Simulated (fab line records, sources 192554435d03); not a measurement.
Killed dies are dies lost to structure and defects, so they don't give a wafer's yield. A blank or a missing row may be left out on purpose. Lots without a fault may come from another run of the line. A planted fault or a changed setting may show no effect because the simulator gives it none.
Chamber matching | flow n5_finfet | N5_BEOL_M11_ETCH_65 on rie_diel-02: 4 sister chambers
The step etches SiARC in CF4, target depth 39 nm, time 65 s. 27 wafers are shown with their chamber, then 12 later ones without.

WAFERS WITH THEIR CHAMBER
wafer  | chamber | throttle_valve_pct (%) | drypump_motor_current_A (A) | oes_product_au (a.u.)
L076.1 | 3       | 15.16                  | 5.3                         | 0.67
L076.2 | 2       | 15.85                  | 5.2                         | 0.60
L076.3 | 1       | 15.48                  | 5.8                         | 0.78
L076.4 | 0       | 16.11                  | 6.2                         | 0.62
L076.5 | 0       | 16.11                  | 6.3                         | 0.61
L076.6 | 1       | 15.47                  | 5.7                         | 0.78
L077.1 | 1       | 15.48                  | 5.8                         | 0.76
L077.2 | 3       | 15.19                  | 5.3                         | 0.66
L077.3 | 0       | 16.12                  | 6.2                         | 0.60
L077.4 | 2       | 15.88                  | 5.1                         | 0.59
L077.5 | 1       | 15.47                  | 5.8                         | 0.76
L077.6 | 2       | 15.87                  | 5.1                         | 0.59
L081.1 | 3       | 15.20                  | 5.3                         | 0.66
L081.5 | 3       | 15.19                  | 5.3                         | 0.65
L081.6 | 0       | 16.12                  | 6.2                         | 0.60
L082.1 | 2       | 15.89                  | 5.1                         | 0.59
L082.2 | 1       | 15.51                  | 5.8                         | 0.76
L082.3 | 0       | 16.13                  | 6.3                         | 0.61
L082.4 | 2       | 15.89                  | 5.2                         | 0.59
L082.5 | 0       | 16.14                  | 6.3                         | 0.61
L082.6 | 1       | 15.49                  | 5.7                         | 0.75
L084.1 | 1       | 15.53                  | 5.7                         | 0.74
L084.3 | 2       | 15.90                  | 5.2                         | 0.58
L084.4 | 3       | 15.19                  | 5.4                         | 0.65
L086.1 | 2       | 15.92                  | 5.1                         | 0.58
L086.3 | 3       | 15.21                  | 5.3                         | 0.66
L086.5 | 3       | 15.21                  | 5.4                         | 0.65

SIGNATURES (means of the wafers above)
reading                 | chamber 0 | chamber 1 | chamber 2 | chamber 3 | scatter within a chamber
throttle_valve_pct      | 16.1217   | 15.4900   | 15.8857   | 15.1929   | 0.0191
drypump_motor_current_A | 6.250     | 5.757     | 5.143     | 5.329     | 0.0526
oes_product_au          | 0.6083    | 0.7614    | 0.5886    | 0.6571    | 0.00977
Rule: a wafer's distance from a chamber is the root of the sum, over the readings, of the square of ((its reading less the chamber's mean) divided by the reading's scatter). The wafer belongs to the nearest chamber; if the next one is less than 2 further off, it can't be placed. The scatter: the root of (the sum of the squares of (reading less its chamber's mean) over the shown wafers, divided by (wafers less chambers)).

WAFERS WITHOUT THEIR CHAMBER
wafer  | throttle_valve_pct (%) | drypump_motor_current_A (A) | oes_product_au (a.u.)
L087.1 | 16.17                  | 6.3                         | 0.60
L087.2 | 15.22                  | 5.3                         | 0.65
L087.3 | 15.91                  | 5.1                         | 0.57
L089.1 | 15.20                  | 5.3                         | 0.65
L089.2 | 15.52                  | 5.7                         | 0.74
L089.5 | 16.16                  | 6.3                         | 0.59
L096.2 | 15.55                  | 5.8                         | 0.71
L096.3 | 15.50                  | 5.1                         | 0.82
L096.6 | 15.57                  | 5.7                         | 0.72
L097.1 | 15.59                  | 5.8                         | 0.71
L097.3 | 15.51                  | 5.1                         | 0.83
L097.6 | 15.49                  | 5.2                         | 0.83

WHICH CHAMBER EACH WENT THROUGH
wafer  | from the rows above | in truth
L087.1 | 0                   | 0
L087.2 | 3                   | 3
L087.3 | 2                   | 2
L089.1 | 3                   | 3
L089.2 | 1                   | 1
L089.5 | 0                   | 0
L096.2 | 1                   | 1
L096.3 | 1                   | 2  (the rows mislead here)
L096.6 | 1                   | 1
L097.1 | 1                   | 1
L097.3 | 1                   | 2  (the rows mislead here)
L097.6 | 1                   | 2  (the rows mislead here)
Placed correctly: 9 of 12. Can't be placed from these rows: 0. Placed wrongly: 3.
